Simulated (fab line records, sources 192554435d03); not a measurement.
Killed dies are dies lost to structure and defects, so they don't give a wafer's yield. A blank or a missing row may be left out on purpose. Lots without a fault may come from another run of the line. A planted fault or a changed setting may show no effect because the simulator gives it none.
Chamber matching | flow n5_finfet | N5_FIN_SAQP_PECVD_47 on pecvd-04: 3 sister chambers
The step deposits a-Si from SiH4/He, target thk 45 nm, time 36.3 s. 6 wafers are shown with their chamber, then 11 later ones without.

WAFERS WITH THEIR CHAMBER
wafer  | chamber | throttle_valve_pct (%) | heater_power_w (W)
L082.3 | 2       | 16.6                   | 948
L083.6 | 0       | 17.4                   | 727
L084.1 | 0       | 17.4                   | 764
L084.3 | 2       | 16.7                   | 1041
L084.6 | 1       | 17.2                   | 824
L085.2 | 1       | 17.0                   | 916

WAFERS WITHOUT THEIR CHAMBER
wafer  | throttle_valve_pct (%) | heater_power_w (W)
L085.5 | 17.0                   | 919
L085.6 | 17.5                   | 768
L091.3 | 16.9                   | 1049
L091.4 | 16.9                   | 901
L091.6 | 17.6                   | 693
L094.1 | 17.6                   | 714
L094.2 | 17.0                   | 859
L094.3 | 16.7                   | 890
L096.1 | 17.1                   | 944
L096.3 | 16.9                   | 922
L096.4 | 17.7                   | 729

WHICH CHAMBER EACH WENT THROUGH
wafer  | from the rows above     | in truth
L085.5 | 1                       | 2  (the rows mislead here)
L085.6 | 0                       | 0
L091.3 | can't be placed: 2 or 1 | 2
L091.4 | can't be placed: 1 or 2 | 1
L091.6 | 0                       | 0
L094.1 | 0                       | 0
L094.2 | 1                       | 1
L094.3 | 2                       | 2
L096.1 | 1                       | 1
L096.3 | can't be placed: 1 or 2 | 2
L096.4 | 0                       | 0
Placed correctly: 7 of 11. Can't be placed from these rows: 3 (the true chamber is among the candidates in 3). Placed wrongly: 1.
How it was worked out, from the rows above alone: a wafer's distance from a chamber is the root of the sum, over the readings, of the square of ((its reading less the chamber's mean) divided by the reading's scatter). The wafer belongs to the nearest chamber; if the next one is less than 2 further off, it can't be placed. A chamber's mean is the mean of its shown wafers. The scatter: the root of (the sum of the squares of (reading less its chamber's mean) over the shown wafers, divided by (wafers less chambers)).
